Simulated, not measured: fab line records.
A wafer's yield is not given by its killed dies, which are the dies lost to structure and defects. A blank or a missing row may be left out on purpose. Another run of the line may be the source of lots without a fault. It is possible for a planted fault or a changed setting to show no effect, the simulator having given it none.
Chamber matching | flow n5Finfet | cvdCo-02 running N5_BEOL_M1_PRE_CLEAN_60: 3 sister chambers
The step time 15 s. 6 wafers are shown with their chamber, then 12 later ones without.

WAFERS, EACH WITH ITS CHAMBER
wafer  | chamber | heaterPowerW (W)
L086.6 | 1       | 72
L089.4 | 1       | 71
L089.5 | 0       | 93
L087.2 | 2       | 90
L087.4 | 2       | 87
L087.5 | 0       | 90

WAFERS WITH NO CHAMBER GIVEN
wafer  | heaterPowerW (W)
L088.2 | 94
L088.3 | 72
L088.5 | 89
L093.1 | 92
L093.3 | 90
L093.6 | 95
L094.1 | 93
L094.2 | 90
L094.3 | 72
L097.1 | 94
L097.3 | 89
L097.6 | 74

WHICH CHAMBER EACH ONE RAN IN
wafer  | from the rows above     | in truth
L088.2 | can't be placed: 0 or 2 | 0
L088.3 | 1                       | 1
L088.5 | can't be placed: 2 or 0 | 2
L093.1 | can't be placed: 0 or 2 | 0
L093.3 | can't be placed: 0 or 2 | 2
L093.6 | can't be placed: 0 or 2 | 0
L094.1 | can't be placed: 0 or 2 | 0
L094.2 | can't be placed: 0 or 2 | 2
L094.3 | 1                       | 1
L097.1 | can't be placed: 0 or 2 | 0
L097.3 | can't be placed: 2 or 0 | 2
L097.6 | 1                       | 1
Placed correctly: 3 of 12. Cannot be placed on the basis of these rows: 9; the candidates contain the true chamber in 9. Placed wrongly: 0.
How it was worked out, from the rows above alone: a wafer's distance from a chamber is the root of the sum, over the readings, of the square of ((its reading less the chamber's mean) divided by the reading's scatter). The wafer belongs to the nearest chamber; if the next one is less than 2 further off, it can't be placed. For every chamber, the mean is computed from those of its wafers that are shown. How the scatter is found: for the shown wafers, subtract from each reading the mean of its chamber, square and add these, divide the total by (wafers less chambers), then take the root.
